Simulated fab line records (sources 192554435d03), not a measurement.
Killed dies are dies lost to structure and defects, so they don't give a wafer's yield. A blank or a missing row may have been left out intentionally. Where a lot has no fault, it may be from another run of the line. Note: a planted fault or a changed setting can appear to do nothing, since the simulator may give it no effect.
Which of the tools did it? || flow n5-finfet || Sampling: 10 lots, 29 wafers, 5 of 1938 route steps

WHAT EACH GAUGE READ, for each wafer
N5_BEOL_M4_RC_MEAS_101. Usual: DIBL_N 36.3 mV/V, standard deviation 1.9; DIBL_P 36.0 mV/V, standard deviation 2.1; IOFF_N 0.16 nA/um, standard deviation 0.031; IOFF_P 0.21 nA/um, standard deviation 0.035; ION_N 675 uA/um, standard deviation 14; ION_P 464 uA/um, standard deviation 8.5; SS_N 71.5 mV/dec, standard deviation 0.6; SS_P 73.3 mV/dec, standard deviation 0.72; VT_N 250 mV, standard deviation 3.2; VT_P -250 mV, standard deviation 3.1.
{"lot": "L561", "measured": "day 7 18:26", "on": "prober-02", "DIBL_N (mV/V)": "37.9 38.2 37.5", "DIBL_P (mV/V)": "38.3 39.7 38.2", "IOFF_N (nA/um)": "0.19 0.21 0.19", "IOFF_P (nA/um)": "0.27 0.31 0.27", "ION_N (uA/um)": "683 705 688", "ION_P (uA/um)": "472 484 470", "SS_N (mV/dec)": "71.8 71.7 71.7", "SS_P (mV/dec)": "74.1 74.4 74.0", "VT_N (mV)": "247 245 245", "VT_P (mV)": "-245 -244 -246", "flag": ""}
{"lot": "L563", "measured": "day 8 06:11", "on": "prober-01", "DIBL_N (mV/V)": "33.5 37.7 34.6", "DIBL_P (mV/V)": "31.3 36.1 32.5", "IOFF_N (nA/um)": "0.11 0.17 0.13", "IOFF_P (nA/um)": "0.14 0.20 0.15", "ION_N (uA/um)": "649 662 664", "ION_P (uA/um)": "443 455 452", "SS_N (mV/dec)": "70.3 72.0 71.9", "SS_P (mV/dec)": "72.5 73.5 72.4", "VT_N (mV)": "254 253 253", "VT_P (mV)": "-258 -252 -256", "flag": ""}
{"lot": "L565", "measured": "day 8 18:02", "on": "prober-02", "DIBL_N (mV/V)": "36.8 35.1 34.9", "DIBL_P (mV/V)": "36.4 34.4 34.6", "IOFF_N (nA/um)": "0.15 0.13 0.13", "IOFF_P (nA/um)": "0.20 0.18 0.18", "ION_N (uA/um)": "654 664 668", "ION_P (uA/um)": "452 455 459", "SS_N (mV/dec)": "72.1 70.7 71.4", "SS_P (mV/dec)": "73.0 72.6 73.1", "VT_N (mV)": "254 253 253", "VT_P (mV)": "-254 -253 -253", "flag": ""}
{"lot": "L569", "measured": "day 9 10:14", "on": "prober-01", "DIBL_N (mV/V)": "33.6 36.4 35.0", "DIBL_P (mV/V)": "31.7 35.0 34.1", "IOFF_N (nA/um)": "0.10 0.14 0.12", "IOFF_P (nA/um)": "0.16 0.21 0.20", "ION_N (uA/um)": "667 675 663", "ION_P (uA/um)": "464 462 462", "SS_N (mV/dec)": "70.8 72.4 70.9", "SS_P (mV/dec)": "71.8 72.9 72.1", "VT_N (mV)": "257 252 255", "VT_P (mV)": "-254 -248 -249", "flag": ""}
{"lot": "L568", "measured": "day 9 15:16", "on": "prober-02", "DIBL_N (mV/V)": "39.5 39.9 36.4", "DIBL_P (mV/V)": "38.3 38.0 35.1", "IOFF_N (nA/um)": "0.19 0.22 0.16", "IOFF_P (nA/um)": "0.27 0.27 0.22", "ION_N (uA/um)": "675 672 677", "ION_P (uA/um)": "465 460 470", "SS_N (mV/dec)": "72.0 72.6 70.3", "SS_P (mV/dec)": "73.3 73.2 72.6", "VT_N (mV)": "249 247 251", "VT_P (mV)": "-247 -244 -247", "flag": ""}
{"lot": "L573", "measured": "day 14 14:58", "on": "prober-01", "DIBL_N (mV/V)": "36.0 35.6 36.2", "DIBL_P (mV/V)": "36.1 35.3 35.1", "IOFF_N (nA/um)": "0.17 0.16 0.17", "IOFF_P (nA/um)": "0.25 0.23 0.22", "ION_N (uA/um)": "686 681 678", "ION_P (uA/um)": "473 468 467", "SS_N (mV/dec)": "71.2 71.7 71.7", "SS_P (mV/dec)": "72.8 72.9 73.2", "VT_N (mV)": "246 247 247", "VT_P (mV)": "-243 -249 -248", "flag": ""}
{"lot": "L581", "measured": "day 13 01:50", "on": "prober-01", "DIBL_N (mV/V)": "35.7 37.2", "DIBL_P (mV/V)": "36.8 39.7", "IOFF_N (nA/um)": "0.16 0.19", "IOFF_P (nA/um)": "0.18 0.22", "ION_N (uA/um)": "681 698", "ION_P (uA/um)": "457 471", "SS_N (mV/dec)": "71.7 72.5", "SS_P (mV/dec)": "73.2 73.5", "VT_N (mV)": "248 246", "VT_P (mV)": "-254 -250", "flag": ""}
{"lot": "L582", "measured": "day 13 00:07", "on": "prober-02", "DIBL_N (mV/V)": "38.4 35.6 38.0", "DIBL_P (mV/V)": "36.3 34.7 37.4", "IOFF_N (nA/um)": "0.17 0.12 0.16", "IOFF_P (nA/um)": "0.21 0.19 0.22", "ION_N (uA/um)": "663 668 676", "ION_P (uA/um)": "453 464 460", "SS_N (mV/dec)": "72.6 71.1 72.0", "SS_P (mV/dec)": "73.2 73.2 74.0", "VT_N (mV)": "250 252 248", "VT_P (mV)": "-250 -251 -246", "flag": ""}
{"lot": "L583", "measured": "day 14 12:35", "on": "prober-02", "DIBL_N (mV/V)": "35.8 34.3 36.3", "DIBL_P (mV/V)": "36.4 34.6 36.0", "IOFF_N (nA/um)": "0.15 0.13 0.15", "IOFF_P (nA/um)": "0.23 0.19 0.21", "ION_N (uA/um)": "676 673 676", "ION_P (uA/um)": "469 465 465", "SS_N (mV/dec)": "72.4 71.7 72.0", "SS_P (mV/dec)": "73.1 72.1 72.5", "VT_N (mV)": "251 253 251", "VT_P (mV)": "-249 -250 -249", "flag": ""}
{"lot": "L584", "measured": "day 15 04:40", "on": "prober-01", "DIBL_N (mV/V)": "36.2 36.5 36.9", "DIBL_P (mV/V)": "36.7 36.7 37.3", "IOFF_N (nA/um)": "0.15 0.15 0.16", "IOFF_P (nA/um)": "0.21 0.21 0.21", "ION_N (uA/um)": "668 668 665", "ION_P (uA/um)": "460 458 457", "SS_N (mV/dec)": "71.1 70.7 71.4", "SS_P (mV/dec)": "73.1 73.2 74.1", "VT_N (mV)": "250 251 251", "VT_P (mV)": "-249 -248 -250", "flag": ""}

TOOL THAT RAN EACH LOT (tool first, then ch and the chambers of the sampled wafers, then the start)
{"lot": "L561", "N5_HKMG_FIN_ALD_21": "ald-metal-03 ch 0,1, day 4 11:12", "N5_GATE_CUT_ETCHBACK_00": "rie-metal-03 ch 0,1, day 4 12:29", "N5_GATE_CUT_HM_DEP_46": "pecvd-02 ch 0,1,2, day 4 15:45", "N5_GATE_CUT_COAT_27": "litho-track-05 ch 0, day 4 15:49"}
{"lot": "L563", "N5_HKMG_FIN_ALD_21": "ald-metal-03 ch 1,3, day 4 18:09", "N5_GATE_CUT_ETCHBACK_00": "rie-metal-03 ch 0,1, day 4 19:28", "N5_GATE_CUT_HM_DEP_46": "pecvd-01 ch 0,1,2, day 4 22:44", "N5_GATE_CUT_COAT_27": "litho-track-05 ch 0, day 4 22:49"}
{"lot": "L565", "N5_HKMG_FIN_ALD_21": "ald-metal-04 ch 0,1,3, day 5 06:56", "N5_GATE_CUT_ETCHBACK_00": "rie-metal-02 ch 0,1, day 5 09:11", "N5_GATE_CUT_HM_DEP_46": "pecvd-02 ch 0,2, day 5 12:24", "N5_GATE_CUT_COAT_27": "litho-track-04 ch 0, day 5 12:28"}
{"lot": "L569", "N5_HKMG_FIN_ALD_21": "ald-metal-03 ch 0,2,3, day 6 05:50", "N5_GATE_CUT_ETCHBACK_00": "rie-metal-02 ch 0,1, day 6 07:07", "N5_GATE_CUT_HM_DEP_46": "pecvd-02 ch 1,2, day 6 10:20", "N5_GATE_CUT_COAT_27": "litho-track-03 ch 0, day 6 10:24"}
{"lot": "L568", "N5_HKMG_FIN_ALD_21": "ald-metal-04 ch 1,2,3, day 6 06:12", "N5_GATE_CUT_ETCHBACK_00": "rie-metal-01 ch 0,1, day 6 07:29", "N5_GATE_CUT_HM_DEP_46": "pecvd-02 ch 0,1,2, day 6 10:49", "N5_GATE_CUT_COAT_27": "litho-track-05 ch 0, day 6 10:53"}
{"lot": "L573", "N5_HKMG_FIN_ALD_21": "ald-metal-02 ch 0,1,2, day 7 17:12", "N5_GATE_CUT_ETCHBACK_00": "rie-metal-03 ch 0,1, day 7 18:33", "N5_GATE_CUT_HM_DEP_46": "pecvd-03 ch 0,2, day 7 21:43", "N5_GATE_CUT_COAT_27": "litho-track-03 ch 0, day 7 21:48"}
{"lot": "L581", "N5_HKMG_FIN_ALD_21": "ald-metal-03 ch 0,3, day 9 12:01", "N5_GATE_CUT_ETCHBACK_00": "rie-metal-01 ch 1, day 9 13:20", "N5_GATE_CUT_HM_DEP_46": "pecvd-02 ch 1,2, day 9 16:32", "N5_GATE_CUT_COAT_27": "litho-track-03 ch 0, day 9 16:35"}
{"lot": "L582", "N5_HKMG_FIN_ALD_21": "ald-metal-04 ch 0,1, day 9 15:40", "N5_GATE_CUT_ETCHBACK_00": "rie-metal-02 ch 0,1, day 9 16:56", "N5_GATE_CUT_HM_DEP_46": "pecvd-02 ch 0,1, day 9 20:33", "N5_GATE_CUT_COAT_27": "litho-track-03 ch 0, day 9 20:37"}
{"lot": "L583", "N5_HKMG_FIN_ALD_21": "ald-metal-04 ch 0,1, day 9 19:41", "N5_GATE_CUT_ETCHBACK_00": "rie-metal-01 ch 0, day 9 20:58", "N5_GATE_CUT_HM_DEP_46": "pecvd-01 ch 0,1, day 10 00:39", "N5_GATE_CUT_COAT_27": "litho-track-04 ch 0, day 10 00:44"}
{"lot": "L584", "N5_HKMG_FIN_ALD_21": "ald-metal-03 ch 2,3, day 10 11:47", "N5_GATE_CUT_ETCHBACK_00": "rie-metal-01 ch 1, day 10 13:04", "N5_GATE_CUT_HM_DEP_46": "pecvd-03 ch 0,1,2, day 10 16:35", "N5_GATE_CUT_COAT_27": "litho-track-05 ch 0, day 10 16:39"}
- N5_HKMG_FIN_ALD_21: deposits TiN, target thk 1.5 nm, pulse time 1 s, purge time 3 s.
- N5_GATE_CUT_ETCHBACK_00: etches W in SF6/Cl2.
- N5_GATE_CUT_HM_DEP_46: deposits SiO2 from TEOS/O2, target thk 130 nm, time 26.6 s.
- N5_GATE_CUT_COAT_27: time 60 s, resist thk 10 nm.

WHAT THE TOOLS THEMSELVES READ (means of the sampled wafers that have a number; where no wafer has one, the mark that the record gives instead)
N5_HKMG_FIN_ALD_21. Usual: heater-power-outer-w 527 W, standard deviation 63; heater-power-w 869 W, standard deviation 100; precursor-pulse-height-rel 1.001, standard deviation 0.022.
{"lot": "L561", "tool": "ald-metal-03", "heater-power-outer-w (W)": 503, "heater-power-w (W)": 911, "precursor-pulse-height-rel": 0.992, "flag": ""}
{"lot": "L563", "tool": "ald-metal-03", "heater-power-outer-w (W)": 520, "heater-power-w (W)": 949, "precursor-pulse-height-rel": 1.014, "flag": ""}
{"lot": "L565", "tool": "ald-metal-04", "heater-power-outer-w (W)": 536, "heater-power-w (W)": 872, "precursor-pulse-height-rel": 1.002, "flag": ""}
{"lot": "L569", "tool": "ald-metal-03", "heater-power-outer-w (W)": 498, "heater-power-w (W)": 847, "precursor-pulse-height-rel": 1.000, "flag": ""}
{"lot": "L568", "tool": "ald-metal-04", "heater-power-outer-w (W)": 506, "heater-power-w (W)": 801, "precursor-pulse-height-rel": 1.005, "flag": ""}
{"lot": "L573", "tool": "ald-metal-02", "heater-power-outer-w (W)": 567, "heater-power-w (W)": 923, "precursor-pulse-height-rel": 1.002, "flag": ""}
{"lot": "L581", "tool": "ald-metal-03", "heater-power-outer-w (W)": 470, "heater-power-w (W)": 798, "precursor-pulse-height-rel": 0.996, "flag": ""}
{"lot": "L582", "tool": "ald-metal-04", "heater-power-outer-w (W)": 570, "heater-power-w (W)": 934, "precursor-pulse-height-rel": 1.013, "flag": ""}
{"lot": "L583", "tool": "ald-metal-04", "heater-power-outer-w (W)": 571, "heater-power-w (W)": 928, "precursor-pulse-height-rel": 0.987, "flag": ""}
{"lot": "L584", "tool": "ald-metal-03", "heater-power-outer-w (W)": 546, "heater-power-w (W)": 907, "precursor-pulse-height-rel": 1.008, "flag": ""}

N5_GATE_CUT_ETCHBACK_00. Usual: drypump-motor-current-A 5.8 A, standard deviation 0.32; he-backside-leak-sccm 3.39 sccm, standard deviation 0.25; mfc-cl2-sccm 60.05 sccm, standard deviation 0.2; oes-product-au 0.78 a.u., standard deviation 0.12; throttle-valve-pct 27.43 %, standard deviation 0.29.
{"lot": "L561", "tool": "rie-metal-03", "drypump-motor-current-A (A)": 6.1, "he-backside-leak-sccm (sccm)": 3.36, "mfc-cl2-sccm (sccm)": 60.11, "oes-product-au (a.u.)": 0.71, "throttle-valve-pct (%)": 27.54, "flag": ""}
{"lot": "L563", "tool": "rie-metal-03", "drypump-motor-current-A (A)": 6.1, "he-backside-leak-sccm (sccm)": 3.33, "mfc-cl2-sccm (sccm)": 59.95, "oes-product-au (a.u.)": 0.71, "throttle-valve-pct (%)": 27.55, "flag": ""}
{"lot": "L565", "tool": "rie-metal-02", "drypump-motor-current-A (A)": 5.8, "he-backside-leak-sccm (sccm)": 3.18, "mfc-cl2-sccm (sccm)": 60.13, "oes-product-au (a.u.)": 0.90, "throttle-valve-pct (%)": 27.27, "flag": ""}
{"lot": "L569", "tool": "rie-metal-02", "drypump-motor-current-A (A)": 5.9, "he-backside-leak-sccm (sccm)": 3.53, "mfc-cl2-sccm (sccm)": 60.14, "oes-product-au (a.u.)": 0.86, "throttle-valve-pct (%)": 27.12, "flag": ""}
{"lot": "L568", "tool": "rie-metal-01", "drypump-motor-current-A (A)": 5.3, "he-backside-leak-sccm (sccm)": 3.43, "mfc-cl2-sccm (sccm)": 59.88, "oes-product-au (a.u.)": 0.75, "throttle-valve-pct (%)": 27.60, "flag": ""}
{"lot": "L573", "tool": "rie-metal-03", "drypump-motor-current-A (A)": 6.1, "he-backside-leak-sccm (sccm)": 3.47, "mfc-cl2-sccm (sccm)": 60.30, "oes-product-au (a.u.)": 0.78, "throttle-valve-pct (%)": 27.53, "flag": ""}
{"lot": "L581", "tool": "rie-metal-01", "drypump-motor-current-A (A)": 5.1, "he-backside-leak-sccm (sccm)": 3.49, "mfc-cl2-sccm (sccm)": 60.05, "oes-product-au (a.u.)": 0.79, "throttle-valve-pct (%)": 27.41, "flag": ""}
{"lot": "L582", "tool": "rie-metal-02", "drypump-motor-current-A (A)": 5.8, "he-backside-leak-sccm (sccm)": 3.34, "mfc-cl2-sccm (sccm)": 60.21, "oes-product-au (a.u.)": 0.82, "throttle-valve-pct (%)": 27.14, "flag": ""}
{"lot": "L583", "tool": "rie-metal-01", "drypump-motor-current-A (A)": 5.8, "he-backside-leak-sccm (sccm)": 3.25, "mfc-cl2-sccm (sccm)": 60.19, "oes-product-au (a.u.)": 0.61, "throttle-valve-pct (%)": 28.00, "flag": ""}
{"lot": "L584", "tool": "rie-metal-01", "drypump-motor-current-A (A)": 5.1, "he-backside-leak-sccm (sccm)": 3.53, "mfc-cl2-sccm (sccm)": 59.84, "oes-product-au (a.u.)": 0.79, "throttle-valve-pct (%)": 27.41, "flag": ""}

N5_GATE_CUT_HM_DEP_46. Usual: heater-power-outer-w 334 W, standard deviation 84; heater-power-w 610 W, standard deviation 120; showerhead-plenum-p-Torr 8.34 Torr, standard deviation 0.04; throttle-valve-pct 19.1 %, standard deviation 0.96.
{"lot": "L561", "tool": "pecvd-02", "heater-power-outer-w (W)": 364, "heater-power-w (W)": 653, "showerhead-plenum-p-Torr (Torr)": 8.32, "throttle-valve-pct (%)": 18.7, "flag": ""}
{"lot": "L563", "tool": "pecvd-01", "heater-power-outer-w (W)": 359, "heater-power-w (W)": 654, "showerhead-plenum-p-Torr (Torr)": 8.34, "throttle-valve-pct (%)": 19.2, "flag": ""}
{"lot": "L565", "tool": "pecvd-02", "heater-power-outer-w (W)": 382, "heater-power-w (W)": 699, "showerhead-plenum-p-Torr (Torr)": 8.31, "throttle-valve-pct (%)": 18.3, "flag": ""}
{"lot": "L569", "tool": "pecvd-02", "heater-power-outer-w (W)": 317, "heater-power-w (W)": 624, "showerhead-plenum-p-Torr (Torr)": 8.32, "throttle-valve-pct (%)": 18.4, "flag": ""}
{"lot": "L568", "tool": "pecvd-02", "heater-power-outer-w (W)": 357, "heater-power-w (W)": 628, "showerhead-plenum-p-Torr (Torr)": 8.31, "throttle-valve-pct (%)": 18.8, "flag": ""}
{"lot": "L573", "tool": "pecvd-03", "heater-power-outer-w (W)": 318, "heater-power-w (W)": 609, "showerhead-plenum-p-Torr (Torr)": 8.34, "throttle-valve-pct (%)": 18.9, "flag": ""}
{"lot": "L581", "tool": "pecvd-02", "heater-power-outer-w (W)": 371, "heater-power-w (W)": 679, "showerhead-plenum-p-Torr (Torr)": 8.32, "throttle-valve-pct (%)": 18.8, "flag": ""}
{"lot": "L582", "tool": "pecvd-02", "heater-power-outer-w (W)": 303, "heater-power-w (W)": 547, "showerhead-plenum-p-Torr (Torr)": 8.33, "throttle-valve-pct (%)": 19.4, "flag": ""}
{"lot": "L583", "tool": "pecvd-01", "heater-power-outer-w (W)": 295, "heater-power-w (W)": 549, "showerhead-plenum-p-Torr (Torr)": 8.38, "throttle-valve-pct (%)": 20.5, "flag": ""}
{"lot": "L584", "tool": "pecvd-03", "heater-power-outer-w (W)": 295, "heater-power-w (W)": 541, "showerhead-plenum-p-Torr (Torr)": 8.35, "throttle-valve-pct (%)": 19.3, "flag": ""}

N5_GATE_CUT_COAT_27. Usual: heater-power-total-W 391.8 W, standard deviation 1.3; plate-temp-C 205.00 C, standard deviation 0.15.
{"lot": "L561", "tool": "litho-track-05", "heater-power-total-W (W)": 390.6, "plate-temp-C (C)": 205.10, "flag": ""}
{"lot": "L563", "tool": "litho-track-05", "heater-power-total-W (W)": 391.8, "plate-temp-C (C)": 204.89, "flag": ""}
{"lot": "L565", "tool": "litho-track-04", "heater-power-total-W (W)": 393.5, "plate-temp-C (C)": 205.22, "flag": ""}
{"lot": "L569", "tool": "litho-track-03", "heater-power-total-W (W)": 392.6, "plate-temp-C (C)": 205.05, "flag": ""}
{"lot": "L568", "tool": "litho-track-05", "heater-power-total-W (W)": 391.1, "plate-temp-C (C)": 204.95, "flag": ""}
{"lot": "L573", "tool": "litho-track-03", "heater-power-total-W (W)": 390.4, "plate-temp-C (C)": 205.09, "flag": ""}
{"lot": "L581", "tool": "litho-track-03", "heater-power-total-W (W)": 385.9, "plate-temp-C (C)": 203.17, "flag": "OFF"}
{"lot": "L582", "tool": "litho-track-03", "heater-power-total-W (W)": 386.5, "plate-temp-C (C)": 203.09, "flag": "OFF"}
{"lot": "L583", "tool": "litho-track-04", "heater-power-total-W (W)": 391.0, "plate-temp-C (C)": 205.17, "flag": ""}
{"lot": "L584", "tool": "litho-track-05", "heater-power-total-W (W)": 390.7, "plate-temp-C (C)": 204.97, "flag": ""}

THE ANSWER, worked out from the rows above alone
Rule: take the mean of a lot's wafers that have a number; if it is more than 3 standard deviations from the usual mean, the lot is off. A lot without any number at a reading at which 4 lots or more have one is off too. Any other lot the step has rows for is counted as sound. Order of review: gauges by route order, followed by the tools' own readings, for which a lot's mean as printed above is used. At the first step where some lot is off, the reading lying furthest off is the one used; lots without a number count as furthest.
Off, at N5_GATE_CUT_COAT_27 on plate-temp-C: L581, L582.
If a tool, at that step or one of the process steps before it, ran each lot that is off and ran no sound lot following the first of them, it fits. This does not decide it: 2 tools fit, namely pecvd-02 at N5_GATE_CUT_HM_DEP_46 and litho-track-03 at N5_GATE_CUT_COAT_27.

WHAT WAS PUT IN BY THE SIMULATOR
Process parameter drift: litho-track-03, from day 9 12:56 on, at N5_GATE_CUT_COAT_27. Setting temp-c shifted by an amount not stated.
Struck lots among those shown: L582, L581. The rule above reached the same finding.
